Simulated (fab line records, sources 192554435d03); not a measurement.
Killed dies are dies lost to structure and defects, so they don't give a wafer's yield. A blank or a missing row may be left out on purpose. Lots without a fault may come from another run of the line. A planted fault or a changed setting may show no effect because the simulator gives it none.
Chamber matching | flow n5_finfet | N5_BEOL_M5_CURE_80 on uv_cure-02: 3 sister chambers
The step cures SiCOH lowk, time 120 s. 14 wafers are shown with their chamber, then 7 later ones without.

WAFERS WITH THEIR CHAMBER
wafer  | chamber | wafer_temp_C_max | lamp_power_pct (%)
L075.3 | 1       | 371.2            | 52.38
L075.4 | 1       | 371.7            | 52.29
L075.6 | 1       | 371.6            | 52.35
L079.1 | 0       | 372.2            | 52.30
L079.3 | 0       | 372.0            | 52.23
L079.5 | 0       | 373.4            | 52.36
L081.1 | 1       | 371.2            | 52.35
L081.3 | 1       | 371.7            | 52.31
L081.6 | 1       | 371.8            | 52.28
L088.1 | 1       | 372.4            | 52.33
L088.2 | 1       | 371.5            | 52.24
L088.3 | 1       | 372.1            | 52.33
L092.2 | 2       | 371.3            | 52.37
L092.4 | 2       | 371.3            | 52.41

SIGNATURES (means of the wafers above)
reading          | chamber 0 | chamber 1 | chamber 2 | scatter within a chamber
wafer_temp_C_max | 372.533   | 371.689   | 371.300   | 0.463
lamp_power_pct   | 52.2967   | 52.3178   | 52.3900   | 0.0465
Rule: a wafer's distance from a chamber is the root of the sum, over the readings, of the square of ((its reading less the chamber's mean) divided by the reading's scatter). The wafer belongs to the nearest chamber; if the next one is less than 2 further off, it can't be placed. The scatter: the root of (the sum of the squares of (reading less its chamber's mean) over the shown wafers, divided by (wafers less chambers)).

WAFERS WITHOUT THEIR CHAMBER
wafer  | wafer_temp_C_max | lamp_power_pct (%)
L092.6 | 371.3            | 52.23
L095.4 | 372.1            | 52.23
L095.5 | 372.0            | 52.30
L095.6 | 372.1            | 52.32
L097.2 | 371.7            | 52.23
L097.3 | 371.5            | 52.30
L097.6 | 371.6            | 52.36

WHICH CHAMBER EACH WENT THROUGH
wafer  | from the rows above          | in truth
L092.6 | can't be placed: 1 or 0 or 2 | 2
L095.4 | can't be placed: 0 or 1      | 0
L095.5 | can't be placed: 1 or 0 or 2 | 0
L095.6 | can't be placed: 1 or 0 or 2 | 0
L097.2 | can't be placed: 1 or 0 or 2 | 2
L097.3 | can't be placed: 1 or 2 or 0 | 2
L097.6 | can't be placed: 2 or 1 or 0 | 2
Placed correctly: 0 of 7. Can't be placed from these rows: 7 (the true chamber is among the candidates in 7). Placed wrongly: 0.
